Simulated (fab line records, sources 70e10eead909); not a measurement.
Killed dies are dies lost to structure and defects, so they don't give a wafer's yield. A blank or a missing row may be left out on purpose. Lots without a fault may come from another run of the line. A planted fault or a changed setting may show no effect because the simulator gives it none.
Which tool did it? | flow nand_harc | 12 lots, 36 wafers sampled, at 5 steps of a route of 1302

WHAT THE GAUGES READ, wafer by wafer
NHARC_P_ZERO_WELL_CD_MEAS_11: target cd 500 nm. Usual: cd_nm 498.9 nm, standard deviation 1.4.
lot  | measured     | on        | cd_nm (nm)        | flag
L900 | day 2 07:14  | cd_sem-02 | 500.0 500.9 499.3 |
L901 | day 2 17:14  | cd_sem-03 | 498.4 498.6 500.4 |
L904 | day 3 23:07  | cd_sem-01 | 500.1 498.6 499.0 |
L905 | day 4 09:16  | cd_sem-02 | 497.4 497.4 495.5 |
L906 | day 4 19:29  | cd_sem-03 | 500.2 500.2 500.0 |
L907 | day 5 05:11  | cd_sem-03 | 499.5 500.8 498.2 |
L909 | day 6 01:14  | cd_sem-01 | 498.1 498.1 497.7 |
L911 | day 6 21:14  | cd_sem-01 | 498.6 497.5 496.1 |
L917 | day 9 09:14  | cd_sem-02 | 499.3 499.2 500.1 |
L918 | day 9 19:08  | cd_sem-02 | 498.2 498.3 500.0 |
L921 | day 11 01:14 | cd_sem-02 | 497.0 500.4 500.3 |
L922 | day 11 11:07 | cd_sem-03 | 499.4 499.9 500.7 |

NHARC_P_GATE_OVL_MEAS_27. Usual: overlay_x_nm 0.2 nm, standard deviation 0.72; overlay_y_nm -0.3 nm, standard deviation 0.71.
lot  | measured     | on         | overlay_x_nm (nm) | overlay_y_nm (nm) | flag
L900 | day 5 08:47  | overlay-02 | -0.1 -0.3 0.4     | -0.8 -0.4 -1.0    |
L901 | day 5 20:17  | overlay-01 | 1.3 0.7 0.5       | -0.2 0.6 0.2      |
L904 | day 7 02:34  | overlay-01 | 0.8 1.0 0.2       | 0.0 -0.3 -0.3     |
L905 | day 7 13:28  | overlay-02 | -0.8 -1.2 -0.8    | 0.0 -0.4 -0.3     |
L906 | day 8 03:36  | overlay-01 | 1.9 1.6 1.4       | -0.2 0.0 0.1      |
L907 | day 8 03:52  | overlay-02 | -1.1 -0.9 -0.7    | -0.2 -0.4 0.1     |
L909 | day 9 00:10  | overlay-02 | 0.3 0.4 0.1       | 0.0 -0.6 -0.4     |
L911 | day 9 19:46  | overlay-02 | -0.7 -0.7 -0.2    | -1.5 -0.5 -0.6    |
L921 | day 14 05:21 | overlay-02 | 0.3 0.4 0.4       | 0.1 -0.6 0.2      |
L922 | day 14 23:48 | overlay-01 | -0.5 -0.5 -0.5    | -0.1 0.5 0.3      |

NHARC_END_SORT_01. Usual: killed_at_array 44, standard deviation 16; killed_at_other 0.6, standard deviation 1.1; killed_at_periphery 3.9, standard deviation 2.6; killed_dies 48, standard deviation 16; killed_open 3.1, standard deviation 1.9; killed_short 2.4, standard deviation 1.8.
lot  | measured     | on        | killed_at_array | killed_at_other | killed_at_periphery | killed_dies | killed_open | killed_short | flag
L917 | day 31 23:45 | prober-01 | 42 39 38        | 4 2 6           | 631 636 633         | 677 677 677 | 2 5 4       | 1 3 1        | OFF
L918 | day 32 16:56 | prober-01 | 40 40 41        | 3 0 0           | 634 637 636         | 677 677 677 | 4 4 0       | 0 4 2        | OFF

WHICH TOOL RAN EACH LOT (tool, then ch and the chambers of the sampled wafers, then the start)
lot  | NHARC_P_ZERO_WELL_ETCH_65          | NHARC_P_ZERO_WELL_DESCUM_54
L900 | rie_diel-10 ch 0,3, day 2 07:37    | rie_diel-04 ch 0,2, day 2 12:01
L901 | rie_diel-10 ch 0,1,3, day 2 17:29  | rie_diel-10 ch 0,1,3, day 2 21:55
L904 | rie_diel-07 ch 0,1,2, day 3 23:21  | rie_diel-10 ch 0,1,2, day 4 03:46
L905 | rie_diel-07 ch 0,1, day 4 09:29    | rie_diel-07 ch 2,3, day 4 14:07
L906 | rie_diel-10 ch 2,3, day 4 19:44    | rie_diel-07 ch 0,3, day 5 00:17
L907 | rie_diel-10 ch 0,1,2, day 5 05:26  | rie_diel-10 ch 1,2, day 5 09:53
L909 | rie_diel-10 ch 0,1,3, day 6 01:30  | rie_diel-07 ch 0,1, day 6 06:15
L911 | rie_diel-04 ch 1,2,3, day 6 21:29  | rie_diel-10 ch 0,3, day 7 01:48
L917 | rie_diel-10 ch 0,2,3, day 9 09:29  | rie_diel-10 ch 0,2,3, day 9 14:02
L918 | rie_diel-07 ch 1,2, day 9 19:23    | rie_diel-07 ch 1,2,3, day 9 23:55
L921 | rie_diel-10 ch 0,2,3, day 11 01:30 | rie_diel-04 ch 1,2,3, day 11 06:06
L922 | rie_diel-04 ch 0,3, day 11 11:22   | rie_diel-04 ch 1,2,3, day 11 15:56
- NHARC_P_ZERO_WELL_ETCH_65: etches the open film in N2/H2, target depth 80 nm, overetch 24 nm, time 87.88 s.
- NHARC_P_ZERO_WELL_DESCUM_54: chemistry O2, time 3 s.

WHAT THE TOOLS THEMSELVES READ (means of the sampled wafers that have a number; where no wafer has one, the mark that the record gives instead)
NHARC_P_ZERO_WELL_ETCH_65. Usual: bias_w 150.0 W, standard deviation 0.47; chamber_pressure_mTorr 30.00 mTorr, standard deviation 0.034; drypump_motor_current_A 5.7 A, standard deviation 0.48; oes_product_au 1.001 a.u., standard deviation 0.0079; rf_vpp_V 429.8 V, standard deviation 2; showerhead_plenum_p_Torr 2.02 Torr, standard deviation 0.074; throttle_valve_pct 14.170 %, standard deviation 0.0087.
lot  | tool        | bias_w (W) | chamber_pressure_mTorr (mTorr) | drypump_motor_current_A (A) | oes_product_au (a.u.) | rf_vpp_V (V) | showerhead_plenum_p_Torr (Torr) | throttle_valve_pct (%) | flag
L900 | rie_diel-10 | 150.0      | 30.01                          | 6.0                         | 1.006                 | 430.7        | 2.05                            | 14.162                 |
L901 | rie_diel-10 | 149.5      | 29.99                          | 5.7                         | 0.997                 | 429.5        | 2.02                            | 14.176                 |
L904 | rie_diel-07 | 150.8      | 30.00                          | 6.0                         | 0.986                 | 432.2        | 2.10                            | 14.169                 |
L905 | rie_diel-07 | 150.1      | 30.02                          | 6.2                         | 0.997                 | 433.1        | 2.14                            | 14.166                 |
L906 | rie_diel-10 | 149.8      | 30.00                          | 5.8                         | 1.002                 | 428.6        | 1.95                            | 14.173                 |
L907 | rie_diel-10 | 150.5      | 30.01                          | 5.8                         | 1.004                 | 429.8        | 2.01                            | 14.167                 |
L909 | rie_diel-10 | 149.7      | 29.99                          | 5.7                         | 1.001                 | 429.9        | 2.02                            | 14.171                 |
L911 | rie_diel-04 | 150.2      | 29.98                          | 5.6                         | 1.005                 | 430.1        | 2.02                            | 14.172                 |
L917 | rie_diel-10 | -          | -                              | -                           | -                     | -            | -                               | -                      | OFF
L918 | rie_diel-07 | -          | -                              | -                           | -                     | -            | -                               | -                      | OFF
L921 | rie_diel-10 | 149.9      | 29.99                          | 6.0                         | 0.999                 | 428.7        | 1.99                            | 14.170                 |
L922 | rie_diel-04 | 150.2      | 30.01                          | 5.7                         | 0.996                 | 432.9        | 2.14                            | 14.162                 |

NHARC_P_ZERO_WELL_DESCUM_54. Usual: chamber_pressure_mTorr 59.99 mTorr, standard deviation 0.051; drypump_motor_current_A 5.7 A, standard deviation 0.52; oes_product_au 1.002 a.u., standard deviation 0.0075; rf_vpp_V 57.6 V, standard deviation 0.91; showerhead_plenum_p_Torr 1.90 Torr, standard deviation 0.076; throttle_valve_pct 11.310 %, standard deviation 0.0089.
lot  | tool        | chamber_pressure_mTorr (mTorr) | drypump_motor_current_A (A) | oes_product_au (a.u.) | rf_vpp_V (V) | showerhead_plenum_p_Torr (Torr) | throttle_valve_pct (%) | flag
L900 | rie_diel-04 | 60.01                          | 5.0                         | 1.009                 | 57.2         | 1.83                            | 11.301                 |
L901 | rie_diel-10 | 60.00                          | 5.7                         | 1.004                 | 57.1         | 1.90                            | 11.307                 |
L904 | rie_diel-10 | 59.96                          | 5.8                         | 1.002                 | 57.8         | 1.89                            | 11.306                 |
L905 | rie_diel-07 | 59.98                          | 6.0                         | 1.006                 | 59.0         | 1.90                            | 11.308                 |
L906 | rie_diel-07 | 60.00                          | 6.2                         | 1.005                 | 58.1         | 1.93                            | 11.314                 |
L907 | rie_diel-10 | 60.02                          | 5.7                         | 1.002                 | 58.1         | 1.84                            | 11.306                 |
L909 | rie_diel-07 | 59.99                          | 6.2                         | 1.004                 | 58.6         | 2.01                            | 11.306                 |
L911 | rie_diel-10 | 60.00                          | 5.8                         | 1.002                 | 57.5         | 1.89                            | 11.310                 |
L917 | rie_diel-10 | 59.99                          | 6.0                         | 1.003                 | 57.8         | 1.87                            | 11.325                 |
L918 | rie_diel-07 | 59.97                          | 5.9                         | 0.996                 | 57.7         | 1.89                            | 11.305                 |
L921 | rie_diel-04 | 59.96                          | 5.6                         | 1.002                 | 57.3         | 1.88                            | 11.306                 |
L922 | rie_diel-04 | 59.97                          | 5.6                         | 1.001                 | 57.0         | 1.88                            | 11.306                 |

THE ANSWER, worked out from the rows above alone
Rule: a lot is off if the mean of its wafers that have a number lies more than 3 standard deviations from the usual mean. A lot without any number at a reading at which 4 lots or more have one is off too. The other lots that the step has rows for count as sound. The gauges are gone through in route order, then the tools' own readings, and for those a lot's mean is taken as printed above. The first step at which some lot is off is used, and at that step the reading that is off furthest; a lot without a number counts as furthest.
Off: L917, L918, at NHARC_END_SORT_01 (killed_at_periphery). Neither off nor sound, because the step has no rows for them: L900, L901, L904, L905, L906, L907, L909, L911, L921, L922.
A tool fits if, at a process step before that reading, it ran every lot that is off, and no sound lot after the first of them. The gauges at NHARC_END_SORT_01 aren't tried: what is off there is off at NHARC_P_ZERO_WELL_ETCH_65 too, on other tools, and a gauge's error can't cause that. None of those tried fits.

WHAT THE SIMULATOR HAD PUT IN
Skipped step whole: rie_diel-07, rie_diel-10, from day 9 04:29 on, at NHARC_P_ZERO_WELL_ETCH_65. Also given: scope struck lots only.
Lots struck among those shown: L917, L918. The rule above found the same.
